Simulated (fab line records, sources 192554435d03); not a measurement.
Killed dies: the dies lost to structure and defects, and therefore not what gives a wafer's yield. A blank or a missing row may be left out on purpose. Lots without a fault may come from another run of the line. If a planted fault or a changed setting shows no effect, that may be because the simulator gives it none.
Chamber matching | flow n5 finfet | N5_GATE_CUT_CMP_43 on cmp-01: 4 sister chambers
The step polishes SiO2. 4 wafers are shown with their chamber, then 8 later ones without.

== WAFERS PAIRED WITH THEIR CHAMBERS ==
wafer  | chamber | motor current A (A)
L640.5 | 1       | 10.8
L642.2 | 2       | 11.8
L642.4 | 3       | 11.5
L643.1 | 0       | 13.2

== WAFERS WITH NO CHAMBER GIVEN ==
wafer  | motor current A (A)
L643.4 | 10.8
L643.5 | 12.9
L653.1 | 10.9
L653.2 | 13.5
L653.4 | 11.7
L657.2 | 13.0
L657.4 | 10.6
L657.6 | 13.3

== CHAMBER TAKEN BY EACH ==
wafer  | from the rows above     | in truth
L643.4 | 1                       | 1
L643.5 | 0                       | 0
L653.1 | 1                       | 1
L653.2 | 0                       | 0
L653.4 | can't be placed: 2 or 3 | 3
L657.2 | 0                       | 0
L657.4 | 1                       | 1
L657.6 | 0                       | 0
Correctly placed: 7 of 8. These rows do not allow placing 1 (true chamber among the candidates in 1). Placed wrongly: 0.
How it was worked out, from the rows above alone: a wafer's distance from a chamber is the root of the sum, over the readings, of the square of ((its reading less the chamber's mean) divided by the reading's scatter). The wafer belongs to the nearest chamber; if the next one is less than 2 further off, it can't be placed. A chamber's mean is the mean of its shown wafers. The scatter: with one shown wafer a chamber, the root of the mean of the squares of how far each hidden wafer lies from its nearest shown one.
